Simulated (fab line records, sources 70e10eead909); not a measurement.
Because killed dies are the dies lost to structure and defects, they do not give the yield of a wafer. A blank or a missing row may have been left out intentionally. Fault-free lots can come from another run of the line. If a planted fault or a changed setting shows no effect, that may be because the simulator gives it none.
Chamber matching ; flow nand-harc ; 4 sister chambers for NHARC_A_CONTACT_CMP_20 on cmp-02
The step polishes, t overpolish 30 s, target thk 300 nm. 16 wafers are shown with their chamber, then 8 later ones without.

## WAFERS WITH THEIR CHAMBER
wafer;chamber;motor-current-A (A);time-to-endpoint-s (s);overpolish-run-s (s)
L169.3;2;12.7;57.0;29.984
L169.4;3;9.6;53.9;29.987
L169.5;0;14.5;51.9;30.016
L170.1;3;9.0;55.9;30.004
L170.3;0;13.6;55.4;29.999
L170.6;0;14.9;54.3;30.010
L186.2;2;12.0;59.3;29.993
L186.3;0;14.1;54.9;29.994
L186.4;3;10.0;58.0;30.002
L184.2;0;14.9;48.7;30.000
L184.3;2;12.0;55.2;30.009
L184.4;1;13.4;57.4;30.004
L185.1;2;12.0;58.9;29.991
L185.2;3;9.5;61.3;30.010
L185.5;1;12.9;61.1;30.009
L190.1;3;10.3;59.1;29.980

SIGNATURES, as means of the wafers listed above
reading;chamber 0;chamber 1;chamber 2;chamber 3;scatter within a chamber
motor-current-A;14.400;13.150;12.175;9.680;0.476
time-to-endpoint-s;53.040;59.250;57.600;57.640;2.6
overpolish-run-s;30.00380;30.00650;29.99425;29.99660;0.0104
Rule: distance of a wafer from a chamber = root of the sum over the readings of ((wafer's reading minus chamber's mean) / reading's scatter) squared. If the next closest chamber is less than 2 further off than the closest, the wafer can't be placed; otherwise it belongs to the closest. The scatter is the square root of a quotient: the sum, over the shown wafers, of each reading's squared deviation from its chamber's mean, divided by wafers minus chambers.

## WAFERS WHOSE CHAMBER IS MISSING
wafer;motor-current-A (A);time-to-endpoint-s (s);overpolish-run-s (s)
L190.4;14.3;57.9;29.992
L190.5;13.7;61.8;30.007
L188.3;14.7;57.9;29.992
L188.4;9.6;58.6;30.011
L188.6;11.8;55.8;30.010
L192.2;9.2;57.6;29.994
L192.3;12.2;59.8;30.001
L192.5;14.2;57.1;30.001

## WHICH CHAMBER EACH ONE RAN IN
wafer;from the rows above;in truth
L190.4;can't be placed: 0 or 1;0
L190.5;1;1
L188.3;can't be placed: 0 or 1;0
L188.4;3;3
L188.6;can't be placed: 2 or 1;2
L192.2;3;3
L192.3;can't be placed: 2 or 1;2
L192.5;can't be placed: 0 or 1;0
Correctly placed: 3 of 8. Cannot be placed on the basis of these rows: 5; the candidates contain the true chamber in 5. 0 placed wrongly.
